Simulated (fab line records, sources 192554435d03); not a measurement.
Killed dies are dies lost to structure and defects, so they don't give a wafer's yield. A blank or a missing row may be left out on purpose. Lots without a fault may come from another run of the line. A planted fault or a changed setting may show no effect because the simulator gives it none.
Chamber matching | flow n5_finfet | N5_STI_FIN_REVEAL_STRIP_24 on rie_diel-04: 4 sister chambers
The step strips in N2/H2, time 90 s. 8 wafers are shown with their chamber, then 11 later ones without.

WAFERS WITH THEIR CHAMBER
wafer  | chamber | drypump_motor_current_A (A) | showerhead_plenum_p_Torr (Torr)
L085.1 | 0       | 6.0                         | 3.39
L085.5 | 2       | 5.7                         | 3.51
L089.3 | 3       | 5.0                         | 3.59
L089.5 | 0       | 5.9                         | 3.39
L090.3 | 2       | 5.7                         | 3.50
L090.4 | 1       | 5.4                         | 3.35
L090.6 | 3       | 5.0                         | 3.59
L092.2 | 1       | 5.4                         | 3.35

WAFERS WITHOUT THEIR CHAMBER
wafer  | drypump_motor_current_A (A) | showerhead_plenum_p_Torr (Torr)
L092.3 | 5.0                         | 3.59
L092.4 | 5.7                         | 3.50
L095.2 | 5.0                         | 3.58
L095.3 | 5.7                         | 3.49
L095.4 | 5.9                         | 3.38
L096.3 | 5.0                         | 3.58
L096.5 | 5.4                         | 3.35
L096.6 | 5.9                         | 3.38
L097.1 | 5.7                         | 3.49
L097.4 | 5.4                         | 3.34
L097.5 | 5.0                         | 3.58

WHICH CHAMBER EACH WENT THROUGH
wafer  | from the rows above | in truth
L092.3 | 3                   | 3
L092.4 | 2                   | 2
L095.2 | 3                   | 3
L095.3 | 2                   | 2
L095.4 | 0                   | 0
L096.3 | 3                   | 3
L096.5 | 1                   | 1
L096.6 | 0                   | 0
L097.1 | 2                   | 2
L097.4 | 1                   | 1
L097.5 | 3                   | 3
Placed correctly: 11 of 11. Can't be placed from these rows: 0. Placed wrongly: 0.
How it was worked out, from the rows above alone: a wafer's distance from a chamber is the root of the sum, over the readings, of the square of ((its reading less the chamber's mean) divided by the reading's scatter). The wafer belongs to the nearest chamber; if the next one is less than 2 further off, it can't be placed. A chamber's mean is the mean of its shown wafers. The scatter: the root of (the sum of the squares of (reading less its chamber's mean) over the shown wafers, divided by (wafers less chambers)).
